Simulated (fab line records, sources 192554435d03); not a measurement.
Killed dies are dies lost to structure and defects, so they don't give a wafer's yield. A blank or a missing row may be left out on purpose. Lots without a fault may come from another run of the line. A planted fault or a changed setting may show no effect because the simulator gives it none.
Split-lot experiment | flow n5_finfet | 7 lots, 39 wafers read, on a route of 1938 steps

THE SPLIT
At N5_SD_EPI_N_ETCH_45 (etches SiOCN in CH3F/O2, target depth 6 nm), the setting target_depth_a was moved away from the recipe's 60 angstrom on 15 of the 39 wafers read, by -11.3% to +6.8%. The other wafers ran this setting at the recipe's value.

The reading is taken at the split's own step.

THE READING
etch.depth_nm (the simulator's own value, which no gauge read), in nm, at N5_SD_EPI_N_ETCH_45 (etches SiOCN in CH3F/O2, target depth 6 nm). The file gives no usual value for it. The 24 wafers here that ran the recipe average 5.948 nm, standard deviation 0.084 nm.

wafer  | tool, chamber at the split | target_depth_a as run, angstrom | against the recipe | etch.depth_nm, nm | against lot-mates on the recipe
L078.1 | rie_diel-05, 1             | 64.08                           | +6.8%              | 6.373             | +0.393
L078.2 | rie_diel-05, 0             | 64.08                           | +6.8%              | 6.43              | +0.450
L078.3 | rie_diel-05, 2             | 60                              | recipe             | 5.939             | -
L078.4 | rie_diel-05, 1             | 64.08                           | +6.8%              | 6.33              | +0.350
L078.5 | rie_diel-05, 0             | 60                              | recipe             | 6.027             | -
L078.6 | rie_diel-05, 2             | 60                              | recipe             | 5.973             | -
L079.1 | rie_diel-01, 3             | 54.31                           | -9.5%              | 5.448             | -0.428
L079.2 | rie_diel-01, 0             | 60                              | recipe             | 5.918             | -
L079.3 | rie_diel-01, 2             | 60                              | recipe             | 5.85              | -
L079.4 | rie_diel-01, 1             | 54.31                           | -9.5%              | 5.455             | -0.421
L079.5 | rie_diel-01, 0             | 60                              | recipe             | 5.859             | -
L079.6 | rie_diel-01, 1             | 54.31                           | -9.5%              | 5.437             | -0.439
L080.1 | rie_diel-01, 3             | 53.23                           | -11.3%             | 5.352             | -0.613
L080.2 | rie_diel-01, 2             | 53.23                           | -11.3%             | 5.218             | -0.747
L080.3 | rie_diel-01, 1             | 53.23                           | -11.3%             | 5.384             | -0.581
L080.4 | rie_diel-01, 0             | 60                              | recipe             | 5.927             | -
L080.5 | rie_diel-01, 1             | 60                              | recipe             | 6.042             | -
L080.6 | rie_diel-01, 2             | 60                              | recipe             | 5.926             | -
L082.3 | rie_diel-01, 2             | 60                              | recipe             | 5.902             | -
L082.4 | rie_diel-01, 1             | 60                              | recipe             | 6.038             | -
L082.5 | rie_diel-01, 2             | 60                              | recipe             | 5.843             | -
L086.1 | rie_diel-05, 3             | 60                              | recipe             | 5.923             | -
L086.2 | rie_diel-05, 2             | 60                              | recipe             | 5.952             | -
L086.3 | rie_diel-05, 0             | 60                              | recipe             | 5.844             | -
L086.4 | rie_diel-05, 1             | 60                              | recipe             | 5.836             | -
L086.5 | rie_diel-05, 1             | 60                              | recipe             | 5.833             | -
L086.6 | rie_diel-05, 2             | 60                              | recipe             | 6.028             | -
L088.1 | rie_diel-01, 3             | 60                              | recipe             | 6.15              | -
L088.2 | rie_diel-01, 1             | 60                              | recipe             | 6.041             | -
L088.3 | rie_diel-01, 0             | 60                              | recipe             | 5.944             | -
L088.4 | rie_diel-01, 2             | 62.73                           | +4.5%              | 6.202             | +0.157
L088.5 | rie_diel-01, 1             | 62.73                           | +4.5%              | 6.331             | +0.286
L088.6 | rie_diel-01, 0             | 62.73                           | +4.5%              | 6.185             | +0.140
L091.1 | rie_diel-03, 1             | 60                              | recipe             | 5.955             | -
L091.2 | rie_diel-03, 2             | 53.4                            | -11.0%             | 5.321             | -0.666
L091.3 | rie_diel-03, 0             | 60                              | recipe             | 6.086             | -
L091.4 | rie_diel-03, 3             | 60                              | recipe             | 5.921             | -
L091.5 | rie_diel-03, 1             | 53.4                            | -11.0%             | 5.345             | -0.642
L091.6 | rie_diel-03, 2             | 53.4                            | -11.0%             | 5.287             | -0.700

THE FIT
A straight line over all 39 wafers: etch.depth_nm changes by +0.0574 nm for each +1% of target_depth_a; r = +0.97; the points scatter about the line by 0.076 nm.
The same after taking each lot's own level away (the mean of its wafers on the recipe; 39 wafers): +0.055 nm for each +1%; r = +0.97; scatter 0.072 nm.
On that fit, the largest move of target_depth_a shifts the reading by 0.62 nm.
The lots' own levels span 5.8757 to 6.0450 nm, that is 2.0 times the standard deviation above.
So the lot-to-lot level changes the slope little: the two slopes agree.
Check: with one of the wafers moved furthest among these (-11.3%) left out of the fit, the line predicts -0.624 nm for it against its lot-mates. It came out at -0.613 nm against them.

OTHER SPLITS ON THESE WAFERS
These wafers also went through other splits before the reading. Each is held against what the fit with the lots' levels taken away leaves over:
other split on the same wafers    | wafers away from the commonest value | r with etch.depth_nm (lot level and that fit taken away)
N5_WELL_APT_IMPLANT_14 energy_kev | 12                                   | -0.20
N5_SPACER0_ALD_07 target_thk_a    | 15                                   | +0.12

THE FILE'S OWN FIT
etch.depth_nm changes by +0.0551 nm for each +1% of target_depth_a, r = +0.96.
